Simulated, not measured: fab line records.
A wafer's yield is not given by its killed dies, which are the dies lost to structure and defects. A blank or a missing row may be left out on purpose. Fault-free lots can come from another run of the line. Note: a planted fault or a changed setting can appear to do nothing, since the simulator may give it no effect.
Matching of chambers	flow n5Finfet	4 sister chambers for N5_GATE_CUT_ETCH_19 on rieDiel-01
The step etches SiNx in CH3F/O2, target depth 53.7 nm, time 76.7 s. 14 wafers are shown with their chamber, then 7 later ones without.

== WAFERS WITH THEIR CHAMBER ==
wafer	chamber	throttleValvePct (%)	oesProductAu (a.u.)	rfVppV (V)
L074.4	0	16.53	0.72	299
L074.5	3	16.20	0.73	294
L074.6	2	16.11	0.64	294
L076.3	3	16.20	0.72	294
L076.4	2	16.14	0.63	296
L076.5	2	16.13	0.64	294
L077.2	1	16.17	0.79	300
L077.3	3	16.20	0.71	295
L077.6	0	16.54	0.69	299
L081.1	2	16.15	0.63	295
L081.3	0	16.55	0.69	299
L081.5	2	16.15	0.62	294
L085.3	0	16.57	0.70	299
L085.4	3	16.22	0.71	295

SIGNATURES (averages over the wafers above)
reading	chamber 0	chamber 1	chamber 2	chamber 3	scatter within a chamber
throttleValvePct	16.5475	16.1700	16.1360	16.2050	0.0151
oesProductAu	0.7000	0.7900	0.6320	0.7175	0.0107
rfVppV	299.00	300.00	294.60	294.50	0.648
Rule: for a wafer and a chamber, the distance is found by dividing, reading by reading, the gap between the wafer's reading and the chamber's mean by the reading's scatter, squaring, summing and taking the root. If the next closest chamber is less than 2 further off than the closest, the wafer can't be placed; otherwise it belongs to the closest. The scatter: the root of (the sum of the squares of (reading less its chamber's mean) over the shown wafers, divided by (wafers less chambers)).

== WAFERS WITH NO CHAMBER GIVEN ==
wafer	throttleValvePct (%)	oesProductAu (a.u.)	rfVppV (V)
L085.6	16.17	0.63	295
L086.1	16.16	0.62	296
L086.4	16.58	0.69	299
L086.5	16.57	0.68	299
L094.1	16.19	0.76	301
L094.2	16.23	0.69	296
L094.6	16.59	0.67	300

== CHAMBER TAKEN BY EACH ==
wafer	from the rows above	in truth
L085.6	2	2
L086.1	2	2
L086.4	0	0
L086.5	0	0
L094.1	1	1
L094.2	3	3
L094.6	0	0
Correctly placed: 7 of 7. Left unplaced by these rows: 0. 0 placed wrongly.
